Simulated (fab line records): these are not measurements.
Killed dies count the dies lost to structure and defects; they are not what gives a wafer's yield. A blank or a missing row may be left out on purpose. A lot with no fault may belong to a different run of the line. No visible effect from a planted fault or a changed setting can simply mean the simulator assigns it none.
fab line records	flow n5-finfet
[record] lots = 9	wafers = 27	last-day = 18
route steps=1938 shown ZERO_LAYER@13 WELL_APT@50 FIN_SAQP@98 BEOL_M4@1111
lots that met no fault: from a run of the same line without faults
start-h: hours from the record's opening day to when the first of the lot's shown wafers began	wait-h: hours from the lot's prior step to this one	" the same as in the row above	L1.1+2: a single row standing in for several wafers	- either no value or no given start	* or withheld: withheld	< > ~ a bound
route shown NAME@n: NAME is a module with steps in the file, n the number in the route of the first one	usual: the fault-free wafers' mean and standard deviation	same: alike in all rows	chamber/n: place in a boat	sites: per-site readings	_std_site: their standard deviation	_edge_site: outer sites' mean less inner sites'	radius-mm: for every site, how far away it sits from the centre of the wafer	mask NAME#n: copy n	behind: the tool/chamber that last shaped the wafer	hold: the reason the lot was held/the length of the hold in hours/how it ended	device: the transistor (n, p or np) that didn't switch	end of line: at the end of the route, the tests of the same wafers	a step without rows: its recipe alone	killed: count of dies lost to structure and defects at first sort (not the wafer's yield)	map: the dies of a wafer, with x for killed, . for not killed, _ for no die there
set.NAME: setting as actually run; set.NAME@STEP: the setting as run at that earlier step	model.NAME: the simulator's own value behind a step, which no gauge read
route steps across a sampled set of lots; one table per step, one row per wafer
services: the hour from which a tool's chamber was out of use, counted from the record's first day as start-h (under 0 if before that day), plus the number of hours and why
[[steps]]
[step N5_ZERO_LAYER_CD_MEAS_11]
[recipe] target-cd-nm = 2000	landing-energy-ev = 500	detector = se-inlens
[usual] cd-nm = 1999.2/2.1
[same] landing-energy-ev = 500
lot.wafer	tool	chamber	start-h	wait-h	cd-nm
L246.2	cd-sem-02	0	12.64	-	1999.7
L246.4	"	0	"	"	1995.9
L246.6	"	0	"	"	1997.9
L248.3	cd-sem-02	0	24.83	-	2001.4
L248.5	"	0	"	"	2000.4
L248.6	"	0	"	"	1998.6
L256.3	cd-sem-02	0	72.77	-	2000.0
L256.4	"	0	"	"	1998.2
L256.5	"	0	"	"	2000.9
L257.2	cd-sem-01	0	78.77	-	1993.5
L257.3	"	0	"	"	1995.9
L257.5	"	0	"	"	1996.8
L258.1	cd-sem-01	0	84.64	-	1998.9
L258.3	"	0	"	"	1999.6
L258.5	"	0	"	"	1999.3
L259.1	cd-sem-03	0	90.64	-	2000.2
L259.3	"	0	"	"	1998.4
L259.6	"	0	"	"	1999.5
L263.3	cd-sem-03	0	114.65	-	2000.0
L263.5	"	0	"	"	2000.4
L263.6	"	0	"	"	2001.6
L265.2	cd-sem-02	0	126.83	-	2000.3
L265.3	"	0	"	"	1996.7
L265.5	"	0	"	"	2000.1
L269.2	cd-sem-02	0	150.64	-	1997.5
L269.3	"	0	"	"	2001.4
L269.5	"	0	"	"	1997.8
[step N5_WELL_APT_RTA_34]
[recipe] temp-c = 1000	time-s = 10	ambient = N2	idle-temp-c = 600	ramp-up-c-per-s = 150	ramp-down-c-per-s = 60	cool-to-c = 600
[usual] lamp-power-pct = 13.00/0.052	lamp_zone_1_pct = 12.998/0.028	lamp_zone_2_pct = 12.994/0.028	lamp_zone_3_pct = 12.994/0.027	lamp_zone_4_pct = 12.993/0.025	lamp_zone_5_pct = 12.992/0.028	lamp_zone_6_pct = 12.921/0.027	lamp_zone_7_pct = 13.424/0.029	wafer_temp_C_max = 1003.6/1
lot.wafer	tool	chamber	start-h	wait-h	lamp-power-pct	lamp_zone_1_pct	lamp_zone_2_pct	lamp_zone_3_pct	lamp_zone_4_pct	lamp_zone_5_pct	lamp_zone_6_pct	lamp_zone_7_pct	wafer_temp_C_max
L246.2	rtp-anneal-01	0	15.58	0.1	13.00	12.998	12.960	13.019	13.003	13.010	12.891	13.407	1002.7
L246.4	"	0	"	"	13.01	13.003	12.941	13.032	12.941	12.994	12.919	13.403	1001.7
L246.6	"	0	"	"	12.97	13.032	12.990	12.954	12.999	13.013	12.947	13.469	1003.1
L248.3	rtp-anneal-01	0	28.80	1.1	13.00	13.029	12.977	13.007	13.018	12.990	12.940	13.458	1003.4
L248.5	"	0	"	"	13.03	12.991	13.000	13.002	12.957	12.932	12.918	13.414	1003.4
L248.6	"	0	"	"	12.93	13.032	13.024	12.977	13.000	13.020	12.927	13.457	1004.1
L256.3	rtp-anneal-02	0	76.51	0.1	13.02	12.979	12.990	12.965	12.996	13.000	12.908	13.433	1005.1
L256.4	"	0	"	"	13.05	12.991	13.020	12.992	12.985	13.026	12.904	13.391	1003.6
L256.5	"	0	"	"	13.05	12.986	13.002	12.973	12.995	13.026	12.920	13.450	1003.5
L257.2	rtp-anneal-02	0	82.16	0.1	10.30	10.255	10.267	10.203	10.227	10.288	10.128	10.590	1003.0
L257.3	"	0	"	"	10.29	10.259	10.218	10.276	10.276	10.256	10.217	10.600	1002.5
L257.5	"	0	"	"	10.23	10.259	10.225	10.283	10.281	10.240	10.196	10.611	1002.4
L258.1	rtp-anneal-02	0	87.88	0.0	10.32	10.254	10.258	10.242	10.241	10.253	10.198	10.541	1003.7
L258.3	"	0	"	"	10.20	10.248	10.292	10.276	10.238	10.257	10.226	10.617	1002.8
L258.5	"	0	"	"	10.28	10.291	10.271	10.220	10.266	10.181	10.198	10.571	1002.9
L259.1	rtp-anneal-01	0	93.97	0.1	12.99	13.005	13.033	12.973	13.009	12.971	12.912	13.432	1003.6
L259.3	"	0	"	"	13.04	12.978	13.011	12.980	13.000	12.936	12.942	13.516	1006.4
L259.6	"	0	"	"	12.90	13.008	12.953	13.006	12.988	12.997	12.911	13.361	1001.8
L263.3	rtp-anneal-01	0	117.93	0.1	13.00	12.953	12.968	12.946	12.960	12.948	12.924	13.428	1003.8
L263.5	"	0	"	"	13.01	12.994	12.975	13.016	12.981	12.997	12.939	13.484	1003.1
L263.6	"	0	"	"	13.10	13.019	12.945	12.983	13.031	12.976	12.969	13.392	1003.2
L265.2	rtp-anneal-01	0	130.83	0.0	13.03	13.058	12.950	12.982	13.039	12.996	12.943	13.434	1002.7
L265.3	"	0	"	"	13.08	12.924	13.011	12.947	12.979	13.038	12.934	13.421	1003.2
L265.5	"	0	"	"	13.17	12.999	12.993	12.979	13.001	12.992	13.004	13.438	1005.4
L269.2	rtp-anneal-01	0	154.81	0.0	12.97	12.986	12.962	12.976	12.993	13.009	12.909	13.437	1002.4
L269.3	"	0	"	"	12.99	12.966	12.997	13.013	13.036	13.016	12.914	13.447	1003.5
L269.5	"	0	"	"	12.90	13.009	13.059	13.014	12.957	13.032	12.945	13.483	1003.0
[step N5_FIN_SAQP_PECVD_47]
[recipe] material = a-Si	target-thk-a = 450	temp-c = 400	precursor = SiH4/He	pressure-torr = 3	rf-w = 100	time-s = 36.3
[usual] heater-power-outer-w = 557/62	heater-power-w = 900/110	showerhead-plenum-p-Torr = 5.67/0.051	throttle-valve-pct = 18.6/0.98
lot.wafer	tool	chamber	start-h	wait-h	heater-power-outer-w	heater-power-w	showerhead-plenum-p-Torr	throttle-valve-pct
L246.2	pecvd-02	0	23.15	0.0	540	839	5.65	17.7
L246.4	"	1	"	"	566	891	5.78	18.3
L246.6	"	0	"	"	528	853	5.66	17.7
L248.3	pecvd-04	1	34.64	0.0	645	1101	5.70	20.1
L248.5	"	2	"	"	609	978	5.64	18.8
L248.6	"	1	"	"	510	909	5.71	20.2
L256.3	pecvd-03	0	82.12	0.0	504	806	5.66	18.8
L256.4	"	0	"	"	505	794	5.66	18.7
L256.5	"	1	"	"	496	888	5.67	20.0
L257.2	pecvd-02	1	87.35	0.0	538	867	5.76	18.3
L257.3	"	0	"	"	583	910	5.66	17.9
L257.5	"	2	"	"	432	716	5.58	17.0
L258.1	pecvd-03	0	93.31	0.0	435	711	5.65	18.9
L258.3	"	1	"	"	546	943	5.68	20.0
L258.5	"	2	"	"	552	854	5.65	17.7
L259.1	pecvd-03	0	100.10	0.0	465	738	5.66	18.7
L259.3	"	1	"	"	606	1026	5.68	20.0
L259.6	"	1	"	"	621	1037	5.67	20.0
L263.3	pecvd-02	1	123.01	0.0	514	829	5.78	18.5
L263.5	"	2	"	"	462	754	5.58	17.6
L263.6	"	1	"	"	505	805	5.78	18.3
L265.2	pecvd-04	0	135.89	0.0	621	993	5.68	18.7
L265.3	"	2	"	"	585	943	5.65	18.6
L265.5	"	1	"	"	631	1109	5.69	20.0
L269.2	pecvd-04	0	159.69	0.0	632	996	5.69	18.9
L269.3	"	2	"	"	597	1004	5.65	18.3
L269.5	"	2	"	"	608	964	5.64	18.8
[step N5_FIN_SAQP_PECVD_06]
[recipe] material = a-Si	target-thk-a = 600	temp-c = 400	precursor = SiH4/He	pressure-torr = 3	rf-w = 100	time-s = 48.1
[usual] heater-power-outer-w = 555/72	heater-power-w = 900/120	showerhead-plenum-p-Torr = 5.67/0.052	throttle-valve-pct = 18.6/0.99
lot.wafer	tool	chamber	start-h	wait-h	heater-power-outer-w	heater-power-w	showerhead-plenum-p-Torr	throttle-valve-pct
L246.2	pecvd-02	0	23.23	0.0	500	774	5.65	17.7
L246.4	"	1	"	"	551	856	5.79	18.6
L246.6	"	0	"	"	495	760	5.65	17.8
L248.3	pecvd-04	1	34.72	0.0	546	996	5.70	20.2
L248.5	"	2	"	"	566	924	5.64	18.8
L248.6	"	1	"	"	535	958	5.71	20.2
L256.3	pecvd-03	0	82.20	0.0	499	813	5.65	18.8
L256.4	"	0	"	"	505	801	5.66	18.7
L256.5	"	1	"	"	540	950	5.68	19.9
L257.2	pecvd-02	1	87.43	0.0	540	840	5.80	18.3
L257.3	"	0	"	"	572	901	5.65	18.1
L257.5	"	2	"	"	407	684	5.58	17.1
L258.1	pecvd-03	0	93.39	0.0	446	721	5.66	18.7
L258.3	"	1	"	"	575	974	5.68	20.2
L258.5	"	2	"	"	525	843	5.63	17.6
L259.1	pecvd-03	0	100.19	0.0	512	816	5.66	18.7
L259.3	"	1	"	"	598	1029	5.69	19.9
L259.6	"	1	"	"	615	1054	5.67	19.6
L263.3	pecvd-02	1	123.09	0.0	502	794	5.78	18.3
L263.5	"	2	"	"	474	794	5.58	17.2
L263.6	"	1	"	"	507	823	5.77	18.5
L265.2	pecvd-04	0	135.98	0.0	634	961	5.69	18.9
L265.3	"	2	"	"	586	970	5.64	18.4
L265.5	"	1	"	"	519	912	5.70	20.5
L269.2	pecvd-04	0	159.77	0.0	659	1026	5.69	18.6
L269.3	"	2	"	"	565	921	5.66	18.7
L269.5	"	2	"	"	565	944	5.64	18.5
[step N5_BEOL_M4_RC_MEAS_101]
[usual] DIBL_N = 36.0/1.8	DIBL_P = 36.3/2.4	IOFF_N = 0.16/0.035	IOFF_N_LONG = 5.42e-05/2.8e-06	IOFF_P = 0.21/0.036	IOFF_P_LONG = 0.000101/8.2e-06	ION_N = 673/13	ION_P = 461/7.2	RS_PWELL = 3009/21	SS_N = 71.4/0.6	SS_P = 73.2/0.7	VT_N = 250/4	VT_P = -250.9/2.9
lot.wafer	tool	chamber	start-h	wait-h	DIBL_N[mV/V]	DIBL_P[mV/V]	IOFF_N[nA/um]	IOFF_N_LONG[nA/um]	IOFF_P[nA/um]	IOFF_P_LONG[nA/um]	ION_N[uA/um]	ION_P[uA/um]	RS_PWELL[ohm/sq]	SS_N[mV/dec]	SS_P[mV/dec]	VT_N[mV]	VT_P[mV]
L246.2	prober-01	0	159.93	0.2	40.9	41.0	0.27	5.62e-05	0.32	0.000115	695	472	3007	72.0	74.4	240	-242.9
L246.4	"	0	"	"	39.8	39.5	0.23	5.66e-05	0.29	0.000111	695	474	3026	72.1	74.1	245	-243.5
L246.6	"	0	"	"	36.5	35.0	0.16	5.56e-05	0.23	0.000115	669	465	3018	71.2	72.4	252	-247.3
L248.3	prober-01	0	191.50	0.3	36.3	37.4	0.17	5.47e-05	0.21	0.000101	683	462	3002	71.5	73.8	248	-249.2
L248.5	"	0	"	"	35.8	37.5	0.16	5.42e-05	0.22	0.000103	672	468	2989	70.7	72.9	250	-247.8
L248.6	"	0	"	"	38.5	40.0	0.23	5.57e-05	0.26	0.0001	702	475	3027	71.8	73.9	245	-246.1
L257.2	prober-01	0	227.39	0.2	35.3	35.9	0.13	8.44e-05	0.21	0.00013	661	460	2969	70.6	73.9	255	-250.9
L257.3	"	0	"	"	34.6	34.9	0.12	8.76e-05	0.19	0.000125	666	469	2972	70.5	73.0	253	-252.9
L257.5	"	0	"	"	32.8	32.3	0.09	8.9e-05	0.15	0.00015	650	454	2907	70.4	71.3	259	-252.4
L256.3	prober-02	0	244.31	0.3	36.3	37.7	0.18	5.52e-05	0.22	9.6e-05	682	457	3033	71.2	74.1	248	-251.5
L256.4	"	0	"	"	34.5	34.6	0.15	5.63e-05	0.18	0.000103	671	456	2993	70.8	72.5	248	-252.5
L256.5	"	0	"	"	36.6	37.1	0.19	5.55e-05	0.21	9.7e-05	683	464	3041	71.7	73.6	244	-253.3
L258.1	prober-01	0	248.08	0.0	34.8	33.1	0.12	8.71e-05	0.16	0.000131	654	446	2942	70.8	73.1	254	-254.4
L258.3	"	0	"	"	38.2	38.1	0.19	8.66e-05	0.23	0.000126	664	451	2923	72.0	73.1	248	-248.3
L258.5	"	0	"	"	38.6	39.3	0.19	8.64e-05	0.25	0.000129	667	455	2943	71.7	74.1	248	-248.3
L259.1	prober-01	0	250.12	0.0	35.5	34.8	0.15	5.53e-05	0.20	0.000105	685	470	3009	71.1	72.8	250	-249.7
L259.3	"	0	"	"	33.3	33.1	0.12	5.43e-05	0.18	0.000102	669	456	3001	70.8	72.4	252	-249.3
L259.6	"	0	"	"	35.3	34.6	0.15	5.6e-05	0.19	0.000101	677	462	3002	70.9	72.5	251	-251.7
L263.3	prober-02	0	280.20	0.3	35.5	37.7	0.18	5.68e-05	0.22	0.000108	683	467	2985	70.6	73.8	247	-248.6
L263.5	"	0	"	"	34.0	35.7	0.14	5.67e-05	0.19	0.000107	682	469	2990	71.1	72.9	251	-251.5
L263.6	"	0	"	"	36.1	37.6	0.17	5.76e-05	0.23	0.00011	680	457	2987	71.8	73.7	247	-248.3
L265.2	prober-01	0	281.36	0.2	39.2	40.2	0.21	5.2e-05	0.26	9.6e-05	685	468	2989	71.6	74.1	246	-249.3
L265.3	"	0	"	"	34.6	35.4	0.13	5.16e-05	0.18	9e-05	673	462	2979	71.3	73.0	254	-252.8
L265.5	"	0	"	"	35.4	35.4	0.13	5.16e-05	0.19	9.1e-05	662	455	3018	71.5	73.3	254	-252.0
L269.2	prober-01	0	318.44	0.2	37.2	37.1	0.16	5.25e-05	0.21	0.000105	673	457	3004	71.4	73.4	250	-252.4
L269.3	"	0	"	"	37.9	36.6	0.16	5.3e-05	0.21	0.000108	681	461	3012	72.1	74.0	250	-252.9
L269.5	"	0	"	"	39.3	38.0	0.20	5.37e-05	0.25	0.000106	687	464	2986	72.2	73.7	247	-246.7
[[services]]
tool	chamber	start-h	hours	kind
pecvd-03	-	13.89	28.1	pm
pecvd-04	0	18.33	5.5	scheduled-down
pecvd-03	-	41.99	2.8	pm
rtp-anneal-01	-	55.76	27.7	pm
pecvd-04	2	74.57	2.1	scheduled-down
pecvd-04	-	80.64	1.6	repair
pecvd-03	-	84.78	5.5	pm
pecvd-03	-	116.11	6.0	pm
[[key]]
[first-sign] step = N5_WELL_APT_RTA_34	reading = lamp_zone_4_pct	direction = down	sigmas = 99+	usual = *	struck = *
[effect] step = N5_WELL_APT_RTA_34	reading = lamp_zone_6_pct	direction = down	sigmas = 99+	usual = *	struck = *
[effect] step = N5_BEOL_M4_RC_MEAS_101	reading = IOFF_N_LONG	direction = up	sigmas = 12	usual = 5.42e-05	struck = 8.69e-05
[effect] step = N5_BEOL_M4_RC_MEAS_101	reading = IOFF_P_LONG	direction = up	sigmas = 3.7	usual = 0.000101	struck = 0.000132
[effect] step = N5_BEOL_M4_RC_MEAS_101	reading = RS_PWELL	direction = down	sigmas = 3.2	usual = 3009	struck = 2943
met-at N5_WELL_APT_RTA_34
struck-lots L257,L258
not-acting-at N5_ZERO_LAYER_CD_MEAS_11,N5_FIN_SAQP_PECVD_47,N5_FIN_SAQP_PECVD_06
onset-between 76.51 82.16
[fault] kind = process-parameter-drift	tool = rtp-anneal-02	chamber = -	onset-h = 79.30	steps = N5_WELL_APT_RTA_34	channel = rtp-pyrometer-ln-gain	offset = 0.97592	shape = step	end-h = 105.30
